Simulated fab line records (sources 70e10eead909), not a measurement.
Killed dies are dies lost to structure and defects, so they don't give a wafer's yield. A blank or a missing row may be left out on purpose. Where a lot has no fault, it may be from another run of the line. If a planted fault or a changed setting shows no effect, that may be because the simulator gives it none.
Chamber matching | flow nandHarc | aldHk-03 running NHARC_A_WL_FILL_ALD_10: 4 sister chambers
The step deposits SiO2, target thk 50 nm, pulse time 10 s, ald cycles 500. 24 wafers are shown with their chamber, then 12 later ones without.

WAFERS, EACH WITH ITS CHAMBER
wafer  | chamber | heaterPowerW (W) | precursorPulseHeightRel
L074.1 | 3       | 454              | 0.989
L074.2 | 2       | 455              | 1.029
L074.5 | 1       | 492              | 0.993
L075.4 | 3       | 464              | 1.000
L075.5 | 3       | 458              | 1.041
L075.6 | 2       | 456              | 1.007
L077.1 | 2       | 440              | 0.983
L077.4 | 1       | 495              | 1.014
L077.5 | 3       | 465              | 0.983
L078.4 | 2       | 454              | 1.004
L078.5 | 2       | 444              | 1.031
L078.6 | 3       | 463              | 0.973
L079.1 | 1       | 494              | 0.986
L079.4 | 0       | 553              | 0.983
L079.5 | 3       | 464              | 1.025
L080.3 | 0       | 543              | 1.037
L080.4 | 3       | 463              | 1.000
L080.6 | 0       | 555              | 0.995
L084.2 | 2       | 445              | 1.023
L084.3 | 0       | 566              | 1.007
L084.4 | 1       | 498              | 0.967
L087.1 | 0       | 568              | 1.003
L087.5 | 1       | 504              | 0.960
L087.6 | 2       | 461              | 0.998

SIGNATURES (averages over the wafers above)
reading                 | chamber 0 | chamber 1 | chamber 2 | chamber 3 | scatter within a chamber
heaterPowerW            | 557.00    | 496.60    | 450.71    | 461.57    | 6.92
precursorPulseHeightRel | 1.00500   | 0.98400   | 1.01071   | 1.00157   | 0.021
Rule: for each reading, subtract the chamber's mean from the wafer's reading, divide by that reading's scatter and square the result; add these up over the readings and take the root, which gives the wafer's distance from the chamber. The wafer belongs to the nearest chamber; if the next one is less than 2 further off, it can't be placed. The scatter: take each reading less its chamber's mean, square it, sum over the shown wafers, divide by the number of wafers less the number of chambers, and take the root.

WAFERS WITHOUT THEIR CHAMBER
wafer  | heaterPowerW (W) | precursorPulseHeightRel
L088.3 | 455              | 1.001
L088.5 | 503              | 0.966
L088.6 | 572              | 0.985
L091.2 | 499              | 0.994
L091.4 | 576              | 0.985
L091.5 | 453              | 1.010
L092.2 | 463              | 1.017
L092.3 | 447              | 1.031
L092.1 | 503              | 1.027
L097.4 | 577              | 0.990
L097.6 | 451              | 1.009
L097.5 | 576              | 0.987

WHICH CHAMBER EACH ONE RAN IN
wafer  | from the rows above     | in truth
L088.3 | can't be placed: 2 or 3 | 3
L088.5 | 1                       | 1
L088.6 | 0                       | 0
L091.2 | 1                       | 1
L091.4 | 0                       | 0
L091.5 | can't be placed: 2 or 3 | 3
L092.2 | can't be placed: 3 or 2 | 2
L092.3 | can't be placed: 2 or 3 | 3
L092.1 | 1                       | 1
L097.4 | 0                       | 0
L097.6 | can't be placed: 2 or 3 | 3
L097.5 | 0                       | 0
Placed correctly: 7 of 12. Unplaceable from these rows: 5, with the true chamber sitting among the candidates in 5. Number placed wrongly: 0.
